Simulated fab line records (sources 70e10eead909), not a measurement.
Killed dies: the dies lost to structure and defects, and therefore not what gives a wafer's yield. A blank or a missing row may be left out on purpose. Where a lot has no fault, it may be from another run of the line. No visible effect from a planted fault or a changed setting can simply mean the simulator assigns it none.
Chamber matching ; flow nandHarc ; NHARC_A_M1_CMP_23 on cmp-04: 4 sister chambers
The step polishes, t overpolish 20 s, target thk 154.34 nm. 8 wafers are shown with their chamber, then 8 later ones without.

WAFERS PAIRED WITH THEIR CHAMBERS
wafer;chamber;motorCurrentA (A);timeToEndpointS (s)
L082.1;3;10.1;29
L082.2;2;10.1;31
L082.5;0;12.3;21
L082.6;1;10.8;26
L084.1;1;11.1;24
L084.2;3;10.7;27
L084.3;2;10.3;30
L093.3;0;11.4;23

WAFERS WITH NO CHAMBER GIVEN
wafer;motorCurrentA (A);timeToEndpointS (s)
L093.5;11.3;27
L093.6;11.9;26
L094.2;11.0;31
L094.3;12.4;27
L094.4;11.0;29
L095.2;10.5;30
L095.4;10.8;31
L095.5;11.9;26

WHICH CHAMBER EACH WENT THROUGH
wafer;from the rows above;in truth
L093.5;can't be placed: 1 or 3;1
L093.6;can't be placed: 1 or 0 or 3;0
L094.2;can't be placed: 2 or 3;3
L094.3;can't be placed: 1 or 0 or 3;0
L094.4;can't be placed: 3 or 2 or 1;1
L095.2;can't be placed: 2 or 3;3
L095.4;can't be placed: 2 or 3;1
L095.5;can't be placed: 1 or 0 or 3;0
Correct placement for 0 of the 8. These rows do not allow placing 8 (true chamber among the candidates in 7). Placed wrongly: 0.
How it was worked out, from the rows above alone: a wafer's distance from a chamber is the root of the sum, over the readings, of the square of ((its reading less the chamber's mean) divided by the reading's scatter). If the next closest chamber is less than 2 further off than the closest, the wafer can't be placed; otherwise it belongs to the closest. For every chamber, the mean is computed from those of its wafers that are shown. How the scatter is found: for the shown wafers, subtract from each reading the mean of its chamber, square and add these, divide the total by (wafers less chambers), then take the root.
